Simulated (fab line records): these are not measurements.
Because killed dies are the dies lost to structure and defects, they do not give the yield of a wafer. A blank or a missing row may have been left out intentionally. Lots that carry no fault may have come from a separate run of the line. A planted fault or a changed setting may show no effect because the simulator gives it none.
fab line records    flow nand-harc
record: lots: 13  wafers: 39  last-day: 32
route steps=1302 shown P_BONDPAD@369 END@1302
lots untouched by any fault: they come from a run of this same line in which no faults occurred
start-h: the number of hours between the record's first day and the start of the first shown wafer of the lot    wait-h: how many hours have passed since the lot's step before this one    " identical to the entry in the row above    L1.1+2: one row covering several wafers at once    - value missing, or start not given    * or withheld: withheld    < > ~ a bound
route shown NAME@n: a module of which the file shows steps, and the number in the route of the first    usual: the fault-free wafers' mean and standard deviation    same: alike in all rows    chamber/n: place in a boat    sites: each site's reading    _std_site: standard deviation of those values    _edge_site: mean of outer sites minus mean of inner sites    radius-mm: how far each site lies from the wafer's centre    mask NAME#n: copy n    behind: the last tool/chamber to shape the wafer    hold: the reason the lot was held/the length of the hold in hours/how it ended    device: whichever transistor did not switch (one of n, p or np)    end of line: tests of these same wafers at the route's end    a step with no rows: only its recipe    killed: dies that structure and defects cost at the first sort, which is not the same as the wafer's yield    map: a wafer's dies, marking killed ones x, the rest . and places with no die _
set.NAME: the setting as run; set.NAME@STEP: as run at that earlier step    model.NAME: the simulator's own value behind a step, which no gauge read
one table for each step of the route and one row for each wafer, over a sample of lots
services: when a tool's chamber went out of use (start-h, in hours from the record's first day, below 0 if earlier), for how many hours, and the reason
== steps ==
step: NHARC_P_BONDPAD_ETCH_12
recipe: target-depth-a: 2000  time-s: 100  chf3-flow-sccm: 50  o2-flow-sccm: 10  ar-flow-sccm: 200  rf-w: 500  bias-w: 200  chemistry: CHF3/O2
usual: drypump-motor-current-A: 5.6/0.52  oes-product-au: 0.933/0.017  rf-fwd-power-W: 496.4/1.6  rf-vpp-V: 370.4/2  showerhead-plenum-p-Torr: 2.39/0.091  throttle-valve-pct: 20.572/0.01
lot.wafer  tool         chamber  start-h  wait-h  drypump-motor-current-A  oes-product-au  rf-fwd-power-W  rf-hours-counter-h  rf-vpp-V  showerhead-plenum-p-Torr  throttle-valve-pct
L134.1     rie-diel-11  1        -        -       5.0                      0.920           496.5           2.6                 369.5     2.40                      20.576
L134.2     "            0        "        "       5.1                      0.918           495.8           2.7                 368.2     2.31                      20.561
L134.4     "            3        "        "       6.1                      0.923           495.7           -                   368.5     2.28                      20.567
L136.4     rie-diel-11  1        -        -       5.0                      0.924           493.4           3.9                 370.3     2.40                      20.563
L136.1     "            3        "        "       6.1                      0.932           491.3           4.6                 369.0     2.28                      20.580
L136.5     "            2        "        "       5.9                      0.929           497.6           -                   370.5     2.43                      20.580
L137.4     rie-diel-11  3        -        -       6.1                      0.923           497.7           4.9                 369.1     2.28                      20.572
L137.6     "            2        "        "       5.9                      0.919           494.3           -                   369.9     2.43                      20.583
L137.5     "            3        "        "       6.0                      0.923           495.7           -                   366.9     2.28                      20.583
L140.2     rie-diel-06  0        -        -       6.1                      0.931           495.9           1.1                 373.7     2.54                      20.573
L140.3     "            3        "        "       4.6                      0.926           499.1           1.0                 369.8     2.42                      20.543
L140.5     "            0        "        "       6.2                      0.934           497.4           -                   372.7     2.54                      20.575
L147.1     rie-diel-11  2        -        -       5.9                      0.982           496.2           0.0                 371.3     2.43                      20.574
L147.2     "            3        "        "       6.1                      0.966           493.9           0.0                 368.7     2.28                      20.571
L147.6     "            2        "        "       5.9                      0.985           495.8           -                   371.7     2.43                      20.568
L149.1     rie-diel-06  3        -        -       4.6                      0.934           497.3           4.5                 370.7     2.41                      20.560
L149.2     "            1        "        "       5.9                      0.927           497.1           5.1                 371.2     2.43                      20.573
L149.6     "            0        "        "       6.1                      0.931           496.2           -                   373.7     2.54                      20.567
L148.1     rie-diel-06  1        -        -       6.0                      0.960           497.4           5.2                 370.9     2.43                      20.576
L148.4     "            1        "        "       5.9                      0.961           496.4           -                   370.0     2.43                      20.559
L148.5     "            3        "        "       4.6                      0.952           495.2           -                   370.5     2.41                      20.579
L150.1     rie-diel-06  2        -        -       5.5                      0.937           497.1           4.6                 367.9     2.25                      20.575
L150.4     "            3        "        "       4.6                      0.926           497.6           4.8                 371.4     2.41                      20.581
L150.6     "            1        "        "       5.9                      0.926           492.9           -                   371.7     2.43                      20.574
L151.1     rie-diel-06  2        -        -       5.5                      0.969           496.0           4.7                 368.4     2.25                      20.571
L151.4     "            3        "        "       4.6                      0.927           496.6           4.9                 371.2     2.41                      20.569
L151.2     "            0        "        "       6.2                      0.928           498.0           5.3                 373.7     2.54                      20.580
L152.2     rie-diel-11  0        -        -       5.2                      0.926           495.4           1.1                 368.9     2.31                      20.562
L152.4     "            2        "        "       5.9                      0.940           497.6           1.0                 371.3     2.42                      20.571
L152.6     "            0        "        "       5.1                      0.926           494.6           -                   370.9     2.31                      20.575
L153.1     rie-diel-11  2        -        -       6.0                      0.924           497.0           1.3                 371.0     2.42                      20.557
L153.2     "            0        "        "       5.1                      0.919           493.3           1.4                 369.0     2.31                      20.568
L153.5     "            3        "        "       6.1                      0.937           498.6           -                   367.8     2.28                      20.563
L154.1     rie-diel-06  1        -        -       5.9                      0.978           495.9           0.6                 369.9     2.43                      20.568
L154.4     "            2        "        "       5.5                      0.949           499.2           0.6                 368.8     2.25                      20.576
L154.5     "            1        "        "       5.9                      0.976           496.1           -                   370.5     2.43                      20.569
L155.4     rie-diel-06  3        -        -       4.6                      0.943           495.6           1.0                 372.7     2.41                      20.562
L155.2     "            1        "        "       6.0                      0.943           494.9           1.0                 371.1     2.43                      20.575
L155.5     "            0        "        "       6.1                      0.971           498.4           -                   372.9     2.54                      20.551
step: NHARC_P_BONDPAD_STRIP_15
recipe: o2-flow-sccm: 500  ar-flow-sccm: 0  bias-w: 0  chemistry: O2
usual: drypump-motor-current-A: 5.5/0.47  oes-product-au: 1.002/0.0071  rf-vpp-V: 57.9/0.92  showerhead-plenum-p-Torr: 3.55/0.14  throttle-valve-pct: 17.037/0.0086
lot.wafer  tool         chamber  start-h  wait-h  drypump-motor-current-A  oes-product-au  rf-hours-counter-h  rf-vpp-V  showerhead-plenum-p-Torr  throttle-valve-pct
L134.1     rie-diel-02  1        133.93   0.1     5.0                      0.994           4.7                 58.0      3.77                      17.034
L134.4     "            2        "        "       5.7                      0.991           3.6                 56.3      3.38                      17.034
L134.2     "            3        "        "       5.9                      1.000           5.2                 58.5      3.51                      17.030
L136.1     rie-diel-06  0        158.77   0.1     6.2                      1.006           0.3                 58.7      3.73                      17.029
L136.4     "            3        "        "       4.6                      1.008           -                   57.9      3.55                      17.048
L136.5     "            0        "        "       6.2                      1.005           -                   56.6      3.73                      17.020
L137.4     rie-diel-02  2        168.93   0.1     5.7                      0.993           5.7                 57.9      3.38                      17.031
L137.6     "            3        "        "       5.9                      1.014           -                   57.4      3.51                      17.056
L137.5     "            0        "        "       5.2                      0.992           -                   57.9      3.65                      17.028
L140.2     rie-diel-06  0        190.59   0.1     6.1                      1.010           1.2                 58.3      3.73                      17.029
L140.3     "            3        "        "       4.6                      1.008           1.0                 58.1      3.55                      17.037
L140.5     "            1        "        "       6.0                      1.012           -                   58.8      3.57                      17.043
L147.2     rie-diel-11  3        266.16   0.1     6.1                      0.999           0.1                 57.2      3.35                      17.039
L147.1     "            0        "        "       5.1                      0.999           0.1                 57.8      3.40                      17.040
L147.6     "            2        "        "       5.9                      1.012           -                   58.0      3.56                      17.036
L149.1     rie-diel-02  1        282.25   0.1     4.9                      0.993           3.3                 58.0      3.77                      17.033
L149.2     "            0        "        "       5.2                      0.993           3.2                 58.2      3.65                      17.025
L149.6     "            2        "        "       5.7                      1.009           -                   57.2      3.38                      17.021
L148.4     rie-diel-02  0        283.13   0.1     5.2                      1.008           3.2                 58.2      3.65                      17.039
L148.1     "            3        "        "       5.9                      1.012           2.6                 58.0      3.51                      17.053
L148.5     "            1        "        "       5.0                      0.987           -                   59.8      3.77                      17.032
L150.4     rie-diel-02  3        292.35   0.1     5.9                      1.002           3.0                 58.7      3.51                      17.041
L150.1     "            0        "        "       5.2                      0.999           3.7                 56.9      3.65                      17.036
L150.6     "            3        "        "       5.9                      1.007           -                   57.5      3.51                      17.033
L151.2     rie-diel-11  3        303.06   0.1     6.1                      1.003           0.8                 58.3      3.35                      17.047
L151.4     "            0        "        "       5.1                      1.006           0.8                 58.2      3.40                      17.024
L151.1     "            1        "        "       4.9                      0.997           0.8                 59.5      3.52                      17.019
L152.2     rie-diel-02  3        312.06   0.1     5.9                      1.005           4.0                 58.4      3.51                      17.033
L152.4     "            0        "        "       5.2                      0.996           4.7                 57.3      3.65                      17.034
L152.6     "            3        "        "       5.9                      0.994           -                   57.1      3.51                      17.037
L153.1     rie-diel-02  0        328.93   0.1     5.1                      1.002           6.1                 59.1      3.65                      17.034
L153.2     "            1        "        "       4.9                      0.992           6.1                 57.5      3.77                      17.038
L153.5     "            0        "        "       5.1                      1.003           -                   58.8      3.65                      17.042
L154.1     rie-diel-02  0        334.71   0.1     5.2                      1.001           6.2                 57.6      3.65                      17.019
L154.4     "            1        "        "       4.9                      1.017           6.1                 57.0      3.77                      17.047
L154.5     "            0        "        "       5.2                      1.005           -                   59.4      3.65                      17.047
L155.2     rie-diel-02  3        345.72   0.1     5.9                      1.006           6.3                 55.6      3.50                      17.041
L155.4     "            0        "        "       5.2                      1.003           6.7                 58.5      3.65                      17.046
L155.5     "            3        "        "       5.9                      1.015           -                   58.1      3.50                      17.033
step: NHARC_P_BONDPAD_DEGAS_25
recipe: temp-c: 300  time-s: 60
usual: heater-power-w: 475/51
lot.wafer  tool            chamber  start-h  wait-h  heater-power-w
L134.2     pvd-sputter-03  -        134.47   -       458
L134.4     "               -        "        "       447
L134.1     "               -        "        "       527
L136.1     pvd-sputter-03  -        159.33   -       462
L136.4     "               -        "        "       526
L136.5     "               -        "        "       447
L137.4     pvd-sputter-01  -        169.43   -       546
L137.6     "               -        "        "       551
L137.5     "               -        "        "       413
L140.2     pvd-sputter-03  -        191.14   -       535
L140.3     "               -        "        "       450
L140.5     "               -        "        "       533
L147.2     pvd-sputter-03  -        266.70   -       425
L147.1     "               -        "        "       450
L147.6     "               -        "        "       436
L149.2     pvd-sputter-01  -        282.82   -       512
L149.1     "               -        "        "       561
L149.6     "               -        "        "       419
L148.1     pvd-sputter-01  -        283.70   -       548
L148.4     "               -        "        "       415
L148.5     "               -        "        "       510
L150.4     pvd-sputter-02  -        292.91   -       412
L150.1     "               -        "        "       520
L150.6     "               -        "        "       412
L151.4     pvd-sputter-01  -        303.67   -       409
L151.1     "               -        "        "       423
L151.2     "               -        "        "       507
L152.2     pvd-sputter-03  -        312.61   -       519
L152.4     "               -        "        "       442
L152.6     "               -        "        "       452
L153.1     pvd-sputter-02  -        329.46   -       547
L153.2     "               -        "        "       481
L153.5     "               -        "        "       518
L154.1     pvd-sputter-03  -        335.24   -       444
L154.4     "               -        "        "       452
L154.5     "               -        "        "       438
L155.2     pvd-sputter-03  -        346.27   -       449
L155.4     "               -        "        "       524
L155.5     "               -        "        "       436
step: NHARC_P_BONDPAD_ECD_18
recipe: target-thk-a: 4000  bath-temp-c: 25  material: Cu
usual: bath-heat-duty-pct: 7.1/0.67  bath-temp-c: 25.00/0.093
lot.wafer  tool       chamber  start-h  wait-h  bath-heat-duty-pct  bath-temp-c
L134.1     ecd-cu-01  1        134.83   -       7.6                 25.07
L134.2     "          0        "        "       6.3                 25.13
L134.4     "          1        "        "       7.9                 24.98
L136.1     ecd-cu-01  0        159.74   -       6.3                 25.08
L136.4     "          0        "        "       6.5                 24.98
L136.5     "          1        "        "       7.7                 24.92
L137.4     ecd-cu-01  0        169.88   -       7.2                 25.00
L137.6     "          0        "        "       6.9                 24.91
L137.5     "          1        "        "       7.0                 24.94
L140.2     ecd-cu-01  1        191.50   -       7.0                 25.02
L140.3     "          1        "        "       6.9                 25.06
L140.5     "          0        "        "       6.7                 24.96
L147.1     ecd-cu-02  0        267.05   -       -                   -
L147.2     "          1        "        "       -                   -
L147.6     "          0        "        "       -                   -
L149.2     ecd-cu-02  0        283.17   -       -                   -
L149.1     "          1        "        "       -                   -
L149.6     "          0        "        "       -                   -
L148.1     ecd-cu-01  0        284.43   -       -                   -
L148.4     "          0        "        "       -                   -
L148.5     "          1        "        "       -                   -
L150.1     ecd-cu-02  1        293.31   -       6.9                 25.19
L150.4     "          1        "        "       7.4                 25.01
L150.6     "          1        "        "       6.2                 24.91
L151.2     ecd-cu-01  1        304.03   -       7.2                 25.02
L151.1     "          0        "        "       6.2                 24.89
L151.4     "          1        "        "       7.7                 24.94
L152.2     ecd-cu-02  0        312.95   -       7.9                 24.95
L152.4     "          1        "        "       6.2                 24.96
L152.6     "          0        "        "       7.4                 25.02
L153.2     ecd-cu-02  0        329.82   -       7.5                 24.99
L153.1     "          1        "        "       7.1                 24.99
L153.5     "          1        "        "       7.3                 25.18
L154.1     ecd-cu-01  0        335.60   -       5.8                 25.00
L154.4     "          1        "        "       7.1                 24.94
L154.5     "          0        "        "       6.2                 25.07
L155.2     ecd-cu-02  0        346.61   -       7.4                 25.19
L155.4     "          0        "        "       8.2                 25.14
L155.5     "          1        "        "       6.9                 25.18
step: NHARC_P_BONDPAD_THK_MEAS_20
recipe: thk-meas-gauge: xrf
usual: thk-nm: 161.1/1.3
lot.wafer  tool           chamber  start-h  wait-h  hold                      thk-nm
L134.1     film-metro-02  -        135.93   -       -                         162.1
L134.2     "              -        "        "       -                         161.1
L134.4     "              -        "        "       -                         161.4
L136.1     film-metro-02  -        160.74   -       -                         161.8
L136.4     "              -        "        "       -                         159.7
L136.5     "              -        "        "       -                         159.3
L137.4     film-metro-02  -        170.84   -       -                         162.8
L137.5     "              -        "        "       -                         162.8
L137.6     "              -        "        "       -                         162.3
L140.2     film-metro-02  -        192.55   -       -                         161.4
L140.3     "              -        "        "       -                         159.7
L140.5     "              -        "        "       -                         161.6
L147.1     film-metro-01  -        268.10   -       await-dispo/0.2h/release  31.2
L147.2     "              -        "        "       await-dispo/0.2h/release  29.6
L147.6     "              -        "        "       await-dispo/0.2h/release  30.2
L147.1     film-metro-01  -        268.27   0.2     -                         33.4
L147.2     "              -        "        "       -                         29.2
L147.6     "              -        "        "       -                         30.7
L149.1     film-metro-02  -        284.22   -       await-dispo/0.2h/release  30.0
L149.2     "              -        "        "       await-dispo/0.2h/release  30.3
L149.6     "              -        "        "       await-dispo/0.2h/release  31.9
L149.1     film-metro-02  -        284.40   0.2     -                         31.0
L149.2     "              -        "        "       -                         30.2
L149.6     "              -        "        "       -                         30.0
L148.1     film-metro-02  -        285.42   -       await-dispo/0.2h/release  30.0
L148.4     "              -        "        "       await-dispo/0.2h/release  30.5
L148.5     "              -        "        "       await-dispo/0.2h/release  30.9
L148.1     film-metro-02  -        285.59   0.2     -                         31.0
L148.4     "              -        "        "       -                         29.4
L148.5     "              -        "        "       -                         30.0
L150.1     film-metro-02  -        294.32   -       -                         160.0
L150.4     "              -        "        "       -                         159.5
L150.6     "              -        "        "       -                         160.9
L151.1     film-metro-01  -        305.08   -       -                         161.7
L151.2     "              -        "        "       -                         161.9
L151.4     "              -        "        "       -                         163.0
L152.2     film-metro-02  -        314.01   -       -                         162.6
L152.4     "              -        "        "       -                         161.9
L152.6     "              -        "        "       -                         161.7
L153.1     film-metro-02  -        330.87   -       -                         160.9
L153.2     "              -        "        "       -                         161.9
L153.5     "              -        "        "       -                         162.0
L154.1     film-metro-02  -        336.64   -       -                         161.1
L154.4     "              -        "        "       -                         161.2
L154.5     "              -        "        "       -                         160.2
L155.2     film-metro-02  -        347.66   -       -                         160.3
L155.4     "              -        "        "       -                         159.5
L155.5     "              -        "        "       -                         161.3
step: NHARC_END_SORT_01
recipe: temp-c: 25
usual: defect-limited-yield: 91/3  killed-at-array: 56/20  killed-at-other: 1/1.3  killed-at-periphery: 3.5/2.7  killed-dies: 60/20  killed-open: 3.3/1.6  killed-short: 2.4/1.5
same: gross-dies: 677
lot.wafer  tool       chamber  start-h  wait-h  defect-limited-yield[%]  killed-at-array  killed-at-other  killed-at-periphery  killed-dies  killed-open  killed-short
L140.2     prober-01  0        619.67   2.7     92                       49               0                6                    55           4            0
L140.3     prober-01  0        620.46   3.0     92                       46               1                5                    52           5            3
L140.5     prober-01  0        622.04   3.7     91                       59               0                2                    61           3            6
L150.1     prober-02  0        721.96   2.5     82                       117              2                1                    120          3            1
L150.6     prober-02  0        725.94   4.0     89                       74               1                1                    76           4            0
killed by level:class
L140.2 A_SLIT:chamber-film-flake=21 A_CHANNEL_HOLE_D2:chamber-film-flake=12 A_CHANNEL_HOLE_D1:chamber-film-flake=5 P_CONTACT:chamber-film-flake=3 A_CONTACT:chamber-film-flake=3 A_M1:chamber-film-flake=2 P_M0:geometric-particle:open=1 A_CHANNEL_HOLE_D1:geometric-particle:open=1
L140.3 A_SLIT:chamber-film-flake=24 A_CHANNEL_HOLE_D2:chamber-film-flake=5 A_CHANNEL_HOLE_D1:chamber-film-flake=4 A_CONTACT:chamber-film-flake=3 A_M1:chamber-film-flake=3 A_DECK1_JOINT:geometric-particle:short=2 P_CONTACT:chamber-film-flake=2 P_GATE:geometric-particle:open=1
L140.5 A_SLIT:chamber-film-flake=32 A_CONTACT:chamber-film-flake=6 A_CHANNEL_HOLE_D2:chamber-film-flake=5 A_M1:chamber-film-flake=4 A_CHANNEL_HOLE_D1:chamber-film-flake=3 A_SOURCE_PLATE:geometric-particle:short=2 P_M1:geometric-particle:short=1 A_ONON_D1:geometric-particle:short=1
L150.1 A_CHANNEL_HOLE_D1:chamber-film-flake=39 A_SLIT:chamber-film-flake=32 A_CHANNEL_HOLE_D2:chamber-film-flake=27 A_CONTACT:chamber-film-flake=9 A_WL_FILL:chamber-film-flake=3 A_STAIRCASE:chamber-film-flake=2 A_SGD_CUT:geometric-particle:open=1 A_WL_FILL:geometric-particle:open=1
L150.6 A_SLIT:chamber-film-flake=34 A_CHANNEL_HOLE_D1:chamber-film-flake=16 A_CHANNEL_HOLE_D2:chamber-film-flake=13 A_CONTACT:chamber-film-flake=5 A_STAIRCASE:chamber-film-flake=2 P_CONTACT:geometric-particle:open=1 A_ONON_D1:geometric-particle:open=1 THIN_TSV:chamber-film-flake=1
== services ==
tool            chamber  start-h  hours  kind
rie-diel-11     2        126.05   7.7    repair
rie-diel-06     -        130.21   9.0    pm
rie-diel-06     2        153.21   13.1   repair
ecd-cu-01       -        160.00   8.0    pm
pvd-sputter-03  -        162.77   5.9    repair
pvd-sputter-03  -        170.00   10.0   pm
rie-diel-02     3        179.11   15.8   repair
ecd-cu-01       -        179.54   5.0    repair
rie-diel-02     3        205.51   12.6   repair
pvd-sputter-03  -        210.82   1.1    repair
rie-diel-02     -        216.70   9.0    pm
rie-diel-11     3        235.76   19.0   repair
pvd-sputter-03  -        252.93   0.6    repair
rie-diel-06     1        254.48   9.7    repair
rie-diel-11     -        255.50   9.0    pm
ecd-cu-01       -        267.14   1.4    repair
rie-diel-06     2        276.16   15.3   repair
rie-diel-11     -        277.05   0.4    repair
pvd-sputter-03  -        290.96   5.5    repair
rie-diel-06     -        307.21   9.0    pm
rie-diel-02     -        309.43   2.4    repair
rie-diel-11     1        323.29   5.4    repair
ecd-cu-01       -        324.83   0.4    repair
ecd-cu-01       -        335.98   4.9    repair
== key ==
first-sign: step: NHARC_P_BONDPAD_ECD_18  reading: tool-record  direction: missing
effect: step: NHARC_P_BONDPAD_THK_MEAS_20  reading: visit  direction: added
effect: step: NHARC_P_BONDPAD_THK_MEAS_20  reading: thk-nm  direction: down  sigmas: 99+  usual: 161.1  struck: 30.5
met-at NHARC_P_BONDPAD_ECD_18
struck-lots L147,L148,L149
scrapped-behind NHARC_P_BONDPAD_THK_MEAS_20 L147.1,L147.2,L147.6,L148.1,L148.4,L148.5,L149.1,L149.2,L149.6
not-acting-at NHARC_P_BONDPAD_ETCH_12,NHARC_P_BONDPAD_STRIP_15,NHARC_P_BONDPAD_DEGAS_25
onset-between 191.50 267.05
fault: kind: skipped-step-whole  tool: ecd-cu-01,ecd-cu-02  chamber: -  onset-h: 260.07  steps: NHARC_P_BONDPAD_ECD_18  scope: struck-lots-only
